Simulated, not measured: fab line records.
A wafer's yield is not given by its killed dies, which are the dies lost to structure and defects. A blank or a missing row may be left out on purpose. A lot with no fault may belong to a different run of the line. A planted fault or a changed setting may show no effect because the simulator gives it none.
A single fault, viewed from 2 desks :: flow n5-finfet :: each desk has only its own numbers; what lay behind them comes last

== DESK OF THE TOOL OWNER: pecvd-02 ==
The tool's own readings at N5_BEOL_M6_DEP_56 (deposits SiCN from 3MS/NH3, target thk 10 nm, time 17.5 s): means of the sampled wafers that have a number, for each lot that ran on this tool. Marked OUT: a lot whose mean sits more than 4 standard deviations from the usual mean, which makes it out of limits; the brackets give that distance.
Columns: A = showerhead-plenum-p-Torr at N5_BEOL_M6_DEP_56, usual 3.669 Torr; B = throttle-valve-pct at N5_BEOL_M6_DEP_56, usual 8.9 %
lot: L510
first seen here: day 8 18:56
A: 3.667
B: 8.8

lot: L517
first seen here: day 10 11:08
A: 3.669
B: 8.9

lot: L523
first seen here: day 12 04:05
A: 3.668
B: 8.8

lot: L525
first seen here: day 12 05:10
A: 3.671
B: 8.8

lot: L531
first seen here: day 14 21:08
A: 3.668
B: 8.5
This desk's finding: nothing out of limits on any of the 5 lots.

== THE DEFECT DESK ==
For each lot, the counts of the inspections along the route, averaged over the sampled wafers that have a number. Marked OUT: a lot whose mean sits more than 4 standard deviations from the usual mean, which makes it out of limits; the brackets give that distance.
Columns: A = raw-defect-count at N5_BEOL_M6_INSPECT_58, usual 71; B = raw-defect-count at N5_BEOL_M7_INSPECT_13, usual 421
lot: L510
first seen here: day 8 19:02
A: 85
B: 412

lot: L517
first seen here: day 10 11:13
A: 67
B: 366

lot: L518
first seen here: day 10 18:00
A: 83
B: 389

lot: L521
first seen here: day 11 16:55
A: 68
B: 536

lot: L523
first seen here: day 12 04:10
A: 1154 (+47) OUT
B: 1392 (+8.8) OUT

lot: L525
first seen here: day 12 05:15
A: 1153 (+47) OUT
B: 1459 (+9.4) OUT

lot: L526
first seen here: day 13 10:04
A: 58
B: 364

lot: L529
first seen here: day 14 13:22
A: 84
B: 641

lot: L533
first seen here: day 14 19:26
A: 86
B: 583

lot: L531
first seen here: day 14 21:14
A: 73
B: 349
This desk's finding: out of limits on L523, L525; first on L523, day 12 04:10 (raw-defect-count at N5_BEOL_M6_INSPECT_58). In limits: L510, L517, L518, L521, L526, L529, L533, L531.

== ALL TOGETHER ==
The defect desk could have raised an alarm at day 12 04:10, on L523, L525.
Nothing out of limits was seen by the tool owner's desk.
On record at the tool owner's desk: L523, L525, within its limits.
Every lot named ran N5_BEOL_M6_DEP_56 on pecvd-02.

== WHAT THE SIMULATOR HAD INSERTED ==
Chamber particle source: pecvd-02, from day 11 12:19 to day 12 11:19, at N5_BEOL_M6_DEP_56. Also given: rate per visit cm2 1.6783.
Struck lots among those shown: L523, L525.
Hours from the fault's start to each desk's first reading out of limits: the defect desk, 16.
